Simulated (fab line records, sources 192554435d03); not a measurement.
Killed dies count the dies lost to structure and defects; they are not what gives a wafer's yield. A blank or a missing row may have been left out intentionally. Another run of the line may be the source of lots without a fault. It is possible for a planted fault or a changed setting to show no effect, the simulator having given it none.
fab line records | flow n5Finfet
[record] lots = 3 wafers = 9 lastDay = 15
route steps=1938 shown DUMMY_REMOVAL@377 HKMG_FIN@385 BEOL_M4@1111 PASSIVATION@1936
lots with no fault: from the same line, run without faults
startH: the number of hours between the record's first day and the start of the first shown wafer of the lot | waitH: time in hours since the lot's previous step | " unchanged from the row above | L1.1+2: one row covering several wafers at once | - no value, or no start given | * or withheld: withheld | < > ~ a bound
route shown NAME@n: NAME is a module with steps in the file, n the number in the route of the first one | usual: mean/standard deviation of fault-free wafers | same: alike in all rows | chamber/n: place in a boat | sites: readings site by site | _std_site: their standard deviation | _edge_site: the outer-site mean with the inner-site mean subtracted | radiusMm: for every site, how far away it sits from the centre of the wafer | mask NAME#n: copy n | behind: tool/chamber where the wafer was last shaped | hold: why the lot went on hold/how many hours it stayed there/how the hold came to an end | device: transistor that didn't switch, given as n, p or np | end of line: the tests these same wafers got at the end of their route | step lacking rows: just its recipe | killed: the dies lost at the first sort to structure and to defects; this is not the yield of the wafer | map: a wafer's dies, marking killed ones x, the rest . and places with no die _
set.NAME: the setting as run; set.NAME@STEP: as run at that earlier step | model.NAME: the simulator's own value behind a step, which no gauge read
lots seen at some steps along the route; tables by step, rows by wafer
[[steps]]
[step N5_DUMMY_REMOVAL_HM_STRIP_01]
[recipe] chemistry = CH3F/O2 material = SiNx targetDepthA = 40 stopOn = poly-Si timeS = 6.8 overEtchFrac = 0.3 ionEnergyEv = 60 powerW = 410 biasW = 29 Ar_flow_sccm = 150 CH3F_flow_sccm = 30 O2_flow_sccm = 20
[step N5_DUMMY_REMOVAL_STRIP_10]
[recipe] chemistry = N2/H2 timeS = 40 powerW = 100 tempC = 40 pressureMtorr = 100 rfFrequencyHz = 6e+07 biasPowerW = 3 n2FlowSccm = 300 h2FlowSccm = 300
[step N5_DUMMY_REMOVAL_PRECLEAN_07]
[recipe] chemistry = dHF timeS = 30 tempC = 25 dilution = withheld
[step N5_DUMMY_REMOVAL_DUMMY_REMOVE_02]
[recipe] chemistry = TMAH tempC = 70 target = poly-Si stopOn = SiO2 targetDepthNm = 142 concWtPct = 5 timeS = 57 dry = ipaMarangoni rinseTimeS = 30 rinseTempC = 23
[step N5_DUMMY_REMOVAL_PRECLEAN_08]
[recipe] chemistry = NF3:NH3 afsCycles = 2 tempC = 30 timeS = 20 sublimationTempC = 180 sublimationTimeS = 60 pressureTorr = 3 rfPowerW = 30
[step N5_DUMMY_REMOVAL_PRECLEAN_04]
[recipe] chemistry = DHF timeS = 37 tempC = 25 dilution = 500:1
[step N5_DUMMY_REMOVAL_SRD_05]
[recipe] dry = ipaMarangoni doPpb = 5 timeS = 30 tempC = 23 rinseLiquid = diw
[step N5_HKMG_FIN_IL_REGROW_00]
[recipe] material = SiO2 targetThkA = 7.5 chemistry = O3 tempC = withheld timeS = 30
[step N5_HKMG_FIN_HK_ALD_01]
[recipe] material = HfO2 targetThkA = 16 tempC = withheld aldPrecursorFamily = HfCl4 aldCoReactant = H2O pulseTimeS = 3 purgeTimeS = 3 coReactantPurgeTimeS = 2.5 coReactantPulseTimeS = 0.3 aldCycles = 30
[step N5_HKMG_FIN_HK_ANNEAL_02]
[recipe] tempC = 700 timeS = 30 ambient = N2 idleTempC = 600 rampUpCPerS = 150 rampDownCPerS = 60 coolToC = 600
[step N5_HKMG_FIN_ALD_74]
[recipe] material = La2O3 targetThkA = 5 tempC = 250 aldPrecursorFamily = La-Cp aldCoReactant = O3 pulseTimeS = 6 coReactantPulseTimeS = 1 purgeTimeS = 3 coReactantPurgeTimeS = 3
[usual] heaterPowerW = 351/47 precursorPulseHeightRel = 1.000/0.019
// columns lot.wafer tool chamber startH waitH heaterPowerW precursorPulseHeightRel model.La2O3_of_HKMG_FIN_ALD_74.thkNm
L947.1 aldHk-02 0 110.40 0.2 399 1.012 0.4
L947.3 " 1 " " 383 0.977 0.6
L947.6 " 1 " " 379 0.976 0.6
L952.3 aldHk-03 3 134.71 0.1 373 1.010 0.4
L952.4 " 1 " " 368 0.992 0.4
L952.6 " 3 " " 381 1.005 0.4
L955.1 aldHk-02 3 154.51 0.2 297 0.974 0.2
L955.3 " 1 " " 384 0.979 0.4
L955.5 " 2 " " 346 0.995 0.4
[step N5_HKMG_FIN_ALD_75]
[recipe] material = Al2O3 targetThkA = 10 tempC = 150 aldPrecursorFamily = TMA aldCoReactant = H2O pulseTimeS = withheld coReactantPulseTimeS = 1
[step N5_HKMG_FIN_COAT_41]
[recipe] resist = SOC tempC = 250 timeS = 60 spinRpm = 1500 resistThkNm = 300
[step N5_HKMG_FIN_COAT_42]
[recipe] resist = SiARC tempC = 220 timeS = 60 spinRpm = 1500 resistThkNm = 35
[step N5_HKMG_FIN_COAT_43]
[recipe] resist = CAR-ArF spinRpm = 1500 resistThkNm = 90
[step N5_HKMG_FIN_EBR_45]
[recipe] solvent = PGMEA ebrWidthMm = 1.5
[step N5_HKMG_FIN_SOFTBAKE_44]
[recipe] tempC = 110 timeS = 60 resist = CAR-ArF
[step N5_HKMG_FIN_EXPOSE_46]
[recipe] maskId = NDIPOLE na = 1.35 sourceShape = conventional sigmaOuter = 0.8 polarization = unpolarized doseMj = 40
[step N5_HKMG_FIN_PEB_47]
[recipe] pebTempC = withheld pebTimeS = 60 resist = CAR-ArF
[step N5_HKMG_FIN_DEVELOP_48]
[recipe] developTimeS = 30 developer = TMAH resist = CAR-ArF rinseLiquid = diw dry = airSpin devTempC = 23
[step N5_HKMG_FIN_DESCUM_53]
[recipe] chemistry = O2 timeS = 7.9 sourcePowerW = 50 biasPowerW = 20 pressureMtorr = 20 rfFrequencyHz = 2.712e+07 tempC = 40 resist = CAR-ArF o2FlowSccm = 225
[step N5_HKMG_FIN_ETCH_54]
[recipe] chemistry = CF4 target = SiARC targetDepthA = 455 maskMaterial = CAR-ArF timeS = 75.8 ionEnergyEv = 80 pressureMtorr = 40 sourceW = 545 biasW = 36 Ar_flow_sccm = 100 cf4FlowSccm = 100 ends = cleared
[step N5_HKMG_FIN_ETCH_55]
[recipe] chemistry = N2/H2 target = SOC targetDepthA = 2400 tempC = 40 timeS = 300 ionEnergyEv = 200 maskMaterial = SiARC pressureMtorr = 30 sourceW = 840 biasW = 150 n2FlowSccm = 200 h2FlowSccm = 200
[step N5_HKMG_FIN_STRIP_56]
[recipe] chemistry = N2/H2 tempC = 40 n2FlowSccm = 200 h2FlowSccm = 200 rfFrequencyHz = 6e+07
[step N5_HKMG_FIN_STRIP_57]
[recipe] chemistry = CF4 resist = SiARC powerW = 300 biasPowerW = 75 pressureMtorr = 50 cf4FlowSccm = 150 rfFrequencyHz = 6e+07
[step N5_HKMG_FIN_ETCH_58]
[recipe] chemistry = N2/H2 target = SOC targetDepthA = 2158 ionEnergyEv = 50 biasW = 13 timeS = 741 pressureMtorr = 30 sourceW = 875 n2FlowSccm = 200 h2FlowSccm = 200
[step N5_HKMG_FIN_STRIP_93]
[recipe] chemistry = N2/H2 material = SOC timeS = 20 powerW = 500 tempC = 40 pressureMtorr = 50 rfFrequencyHz = 6e+07 biasPowerW = 8 h2Frac = 0.5 n2FlowSccm = 300 h2FlowSccm = 300
[step N5_HKMG_FIN_WET_ETCH_76]
[recipe] chemistry = dNH4OH mix = 1:50 tempC = 25 target = Al2O3 stopOn = La2O3 targetDepthNm = 2.25 dry = ipaMarangoni rinseTimeS = 30 rinseTempC = 23
[step N5_HKMG_FIN_STRIP_60]
[recipe] chemistry = N2/H2 powerW = 2500 tempC = 300 h2Frac = 0.65 timeS = 360 pressureMtorr = withheld n2FlowSccm = 1750 h2FlowSccm = 3250
[step N5_HKMG_FIN_WET_ETCH_77]
[recipe] chemistry = dHCl mix = 1:10000 tempC = 25 target = La2O3 stopOn = HfO2 targetDepthNm = 2
[step N5_HKMG_FIN_WET_ETCH_78]
[recipe] chemistry = dNH4OH mix = 1:50 tempC = 25 target = Al2O3 stopOn = La2O3 targetDepthNm = 4.5 dry = ipaMarangoni rinseTimeS = 30 rinseTempC = 23
[step N5_HKMG_FIN_ALD_79]
[recipe] material = TiN targetThkA = 15 tempC = 400 aldPrecursorFamily = TiCl4 aldCoReactant = NH3 pulseTimeS = 1 purgeTimeS = 3 coReactantPurgeTimeS = 2 coReactantPulseTimeS = 2 aldCycles = 68 pressureTorr = 3
[step N5_HKMG_FIN_CVD_62]
[recipe] material = a-Si targetThkA = 30 tempC = 500 precursor = Si2H6 pressureTorr = 1 timeS = 20.8
[step N5_HKMG_FIN_RTA_80]
[recipe] tempC = withheld timeS = 2 ambient = N2 idleTempC = 600 rampUpCPerS = 150 rampDownCPerS = 60 coolToC = 600
[step N5_HKMG_FIN_PRECLEAN_64]
[recipe] chemistry = dHF timeS = 30 tempC = 25 dilution = withheld
[step N5_HKMG_FIN_WET_ETCH_65]
[recipe] chemistry = TMAH tempC = 70 concWtPct = 5 target = a-Si stopOn = TiN timeS = 49 targetDepthNm = 3
[step N5_HKMG_FIN_WET_ETCH_81]
[recipe] chemistry = SC1 target = TiN stopOn = HfO2 mix = 1:1:5 tempC = 60 timeS = 57 targetDepthNm = 6
[step N5_BEOL_M4_RC_MEAS_101]
[usual] DIBL_N = 36.4/2.7 DIBL_P = 36/3.2 IOFF_N = 0.16/0.046 IOFF_P = 0.21/0.055 IOFF_P_85C = 3.7/0.82 IOFF_P_LIN = 0.100/0.02 IOFF_P_LONG = 0.000103/1.1e-05 ION_N = 677/15 ION_P = 464/11 SS_N = 71.5/0.79 SS_P = 73.3/0.93 VT_N = 250/4.1 VT_N_LVT = 99/3.6 VT_P = -251/4.4 VT_P_LONG = -276/3.5
// columns lot.wafer tool chamber startH waitH DIBL_N[mV/V] DIBL_P[mV/V] IOFF_N[nA/um] IOFF_P[nA/um] IOFF_P_85C[nA/um] IOFF_P_LIN[nA/um] IOFF_P_LONG[nA/um] ION_N[uA/um] ION_P[uA/um] SS_N[mV/dec] SS_P[mV/dec] VT_N[mV] VT_N_LVT[mV] VT_P[mV] VT_P_LONG[mV]
L947.1 prober-02 0 216.76 0.0 36.4 35 0.16 0.16 2.9 0.079 8.7e-05 673 454 71.5 73.0 251 98 -253 -279
L947.3 " 0 " " 36.5 36 0.17 0.19 3.4 0.091 9.9e-05 696 478 72.0 73.5 248 96 -254 -275
L947.6 " 0 " " 38.9 39 0.19 0.23 3.9 0.101 9.8e-05 671 459 73.0 73.8 248 96 -250 -280
L952.3 prober-02 0 238.53 0.3 35.7 34 0.13 0.17 3.0 0.087 0.000102 669 457 71.1 72.8 253 101 -254 -274
L952.4 " 0 " " 37.1 37 0.18 0.22 3.7 0.105 0.000105 701 478 71.4 74.4 245 95 -251 -275
L952.6 " 0 " " 37.6 38 0.18 0.22 3.8 0.106 0.000101 683 462 71.9 74.0 247 98 -250 -277
L955.1 prober-01 0 263.35 0.0 38.0 41 0.18 2.98 34.2 1.329 0.000952 672 568 72.4 74.0 250 169 -179 -205
L955.3 " 0 " " 39.4 42 0.23 0.27 4.5 0.118 0.000103 703 481 73.0 74.3 247 97 -248 -276
L955.5 " 0 " " 36.7 39 0.17 0.23 3.9 0.105 0.000107 686 469 71.8 74.1 250 98 -251 -276
[step N5_PASSIVATION_PROBE_49]
[usual] defectLimitedYield = 91.1/1.4 killed_at_M0_to_M3 = 34/9.7 killed_at_M4_up = 13/5.1 killedAtContacts = 14/6.3 killedAtFrontEnd = 40/11 killedAtOther = 3.5/2.7 killedDies = 105/16 killedOpen = 70/12 killedShort = 34/7.8 sort_bin_4_leakage = 0.02/0.13 sort_bin_5_function = 5.2/0.88 sort_bin_6_memory = 3.3/0.7 sort_bin_8_speed = 0.1/0.62 sortNPass = 1074/17 sortYieldPct = 91.0/1.5
[same] grossDies = 1180 killedAtBackSide = 0
// columns lot.wafer tool chamber startH waitH defectLimitedYield[%] killed_at_M0_to_M3 killed_at_M4_up killedAtContacts killedAtFrontEnd killedAtOther killedDies killedOpen killedShort sort_bin_4_leakage[%] sort_bin_5_function[%] sort_bin_6_memory[%] sort_bin_8_speed[%] sortNPass sortYieldPct[%]
L947.1 prober-01 - 320.87 0.0 91.9 40 10 9 29 8 96 59 34 0 4.6 3.1 0 1084 91.9
L947.3 prober-01 - 320.97 0.1 91.7 33 10 16 37 2 98 69 28 0 5.1 3.0 0 1082 91.7
L947.6 prober-01 - 321.12 0.3 91.9 30 19 11 31 4 95 62 32 0 5.0 2.7 0 1085 91.9
L955.1 prober-01 - 369.13 0.0 90.5 41 16 12 42 1 112 65 45 90.51 5.5 3.4 0.1 0 0
L955.3 prober-01 - 369.23 0.1 89.9 35 14 16 49 5 119 68 50 0 6.2 3.4 0 1061 89.9
L955.5 prober-01 - 369.33 0.2 88.5 41 22 28 44 1 136 85 51 0 7.1 3.9 0 1044 88.5
// killed by level:class
L947.1 BEOL_M2:geometricParticle:open=8 MOL_CONTACT_COAG:geometricParticle:open=8 FIN_SAQP:geometricParticle:short=7 BEOL_M0_SAQP:geometricParticle:short=7 BEOL_M1:geometricParticle:open=7 BEOL_M0_SAQP:geometricParticle:open=6 STI_FIN_REVEAL:geometricParticle:open=5 STARTING-WAFER:geometricParticle:open=4
L947.3 MOL_CONTACT_COAG:geometricParticle:open=15 STI_FIN_REVEAL:geometricParticle:open=8 BEOL_M3:geometricParticle:open=8 FIN_SAQP:geometricParticle:short=6 BEOL_M2:geometricParticle:open=6 BEOL_M0_SAQP:geometricParticle:open=5 DUMMY_GATE:geometricParticle:open=4 GATE_CUT:geometricParticle:short=4
L947.6 MOL_CONTACT_COAG:geometricParticle:open=10 BEOL_M1:geometricParticle:open=7 FIN_SAQP:geometricParticle:short=6 STI_FIN_REVEAL:geometricParticle:open=6 BEOL_M4:geometricParticle:open=6 BEOL_M2:geometricParticle:open=5 BEOL_M5:geometricParticle:open=5 DUMMY_GATE:geometricParticle:open=4
L955.1 BEOL_M0_SAQP:geometricParticle:short=16 FIN_SAQP:geometricParticle:short=13 MOL_CONTACT_COAG:geometricParticle:open=10 FIN_SAQP:geometricParticle:open=8 BEOL_M3:geometricParticle:open=8 BEOL_M0_SAQP:geometricParticle:open=6 BEOL_M4:geometricParticle:open=6 STI_FIN_REVEAL:geometricParticle:open=3
L955.3 FIN_SAQP:geometricParticle:short=18 BEOL_M0_SAQP:geometricParticle:open=12 MOL_CONTACT_COAG:geometricParticle:open=11 BEOL_M0_SAQP:geometricParticle:short=8 GATE_CUT:geometricParticle:open=7 STARTING-WAFER:geometricParticle:short=6 BEOL_M3:geometricParticle:open=5 STI_FIN_REVEAL:geometricParticle:open=4
L955.5 MOL_CONTACT_COAG:geometricParticle:open=22 FIN_SAQP:geometricParticle:short=17 BEOL_M0_SAQP:geometricParticle:open=14 FIN_SAQP:geometricParticle:open=12 BEOL_M0_SAQP:geometricParticle:short=11 BEOL_M5:geometricParticle:open=8 MOL_CONTACT_COAG:geometricParticle:short=6 BEOL_M3:geometricParticle:open=6
// map L955.5 (x killed, . not)
_________________.....x......________________
______________.x......x........._____________
___________...............x........__________
__________.........x......x........._________
________.xx....................xx....._______
_______............xx.....x.x.....x.x..______
______.........................x........_____
_____................x.....x............x____
____...x............x....................x___
___xx....x.................................__
___.......x..............xx.x........x.....__
__...x.............x...........x.........x.._
__.........x.......................x......x._
_.........x.....x........x..x.............x..
_.........x.........x......x.....x.......x..x
_...x...x...x.x..x..x....xx......x..x........
_.........x..............x..........x.......x
_......x......x....x............x........xx..
_.......x......x....x.......................x
_.................x....x.x...................
_......x........x..............x......x......
__....xx.x................x..x...x..x..x...._
__.............x.......xx........x......x..._
___x.........x..........xx....x............__
___.x................x.............x.......__
____...........x.....xx.....x.............___
_____x...x......x............x...x..x..x.____
______.x..........x...........x....x...._____
_______.x..............................______
________..xx.........xx............x.._______
__________.x.x..x..x.....x.........._________
___________.x....x.x...x..x.....x..__________
______________.......x.x........_____________
_________________........x...________________
// map L947.3 (x killed, . not)
_________________.....x.x..x.________________
______________.x...............x_____________
___________.......................x__________
__________.........xx.......x..x..x._________
________...............x.............._______
_______............x..xx.x.............______
______........x..x................x...x._____
_____..xx................x.........x.....____
____..x.......................x....x......___
___............................x..x..x..x..__
___.................x..........x....x......__
__.x....................x..................._
__....................x..............x......_
_xx.......x..................................
_....x...x..........x.......x.x........x.....
_........x...................................
_......x........x............................
_.............................x..x.xx........
_.....................x.....x.x..............
_.x.................................x.x......
_................x.x...................x.x...
__......................x..................._
__.......x...................x...xx....x...._
___...x........x....x...x.....x..x..x......__
___....x..x.x....x....x..x.................__
____......................................___
_____......x...x..x......................____
______.................................._____
_______............x......xx...........______
________.x...x.....................x.._______
__________.........x................_________
___________...x........xx..........__________
______________.................._____________
_________________.........x.x________________
[[key]]
[firstSign] step = N5_BEOL_M4_RC_MEAS_101 reading = IOFF_P_LONG direction = up sigmas = 76 usual = 0.000103 struck = 0.000952
[effect] step = N5_BEOL_M4_RC_MEAS_101 reading = IOFF_P_LIN direction = up sigmas = 61 usual = 0.100 struck = 1.329
[effect] step = N5_BEOL_M4_RC_MEAS_101 reading = IOFF_P direction = up sigmas = 50 usual = 0.21 struck = 2.98
[effect] step = N5_BEOL_M4_RC_MEAS_101 reading = IOFF_P_85C direction = up sigmas = 37 usual = 3.7 struck = 34.2
[effect] step = N5_BEOL_M4_RC_MEAS_101 reading = VT_P_LONG direction = up sigmas = 20 usual = -276 struck = -205
[effect] step = N5_BEOL_M4_RC_MEAS_101 reading = VT_N_LVT direction = up sigmas = 20 usual = 99 struck = 169
[effect] step = N5_BEOL_M4_RC_MEAS_101 reading = VT_P direction = up sigmas = 16 usual = -251 struck = -179
[effect] step = N5_BEOL_M4_RC_MEAS_101 reading = ION_P direction = up sigmas = 9.9 usual = 464 struck = 568
[effect] step = N5_PASSIVATION_PROBE_49 reading = sort_bin_4_leakage direction = up sigmas = 99+ usual = 0.02 struck = 90.51
[modelEffect] step = N5_HKMG_FIN_ALD_74 value = La2O3_of_HKMG_FIN_ALD_74.thkNm without = 0.6 struck = 0.2
metAt N5_HKMG_FIN_ALD_74
struckWafers L955.1
onsetBetween 110.40 154.51
[fault] kind = processParameterDrift tool = aldHk-02 chamber = - onsetH = 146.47 steps = N5_HKMG_FIN_ALD_74 channel = targetThkA offset = * shape = step endH = 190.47 scope = struckWafersOnly actsIn = * stated = *
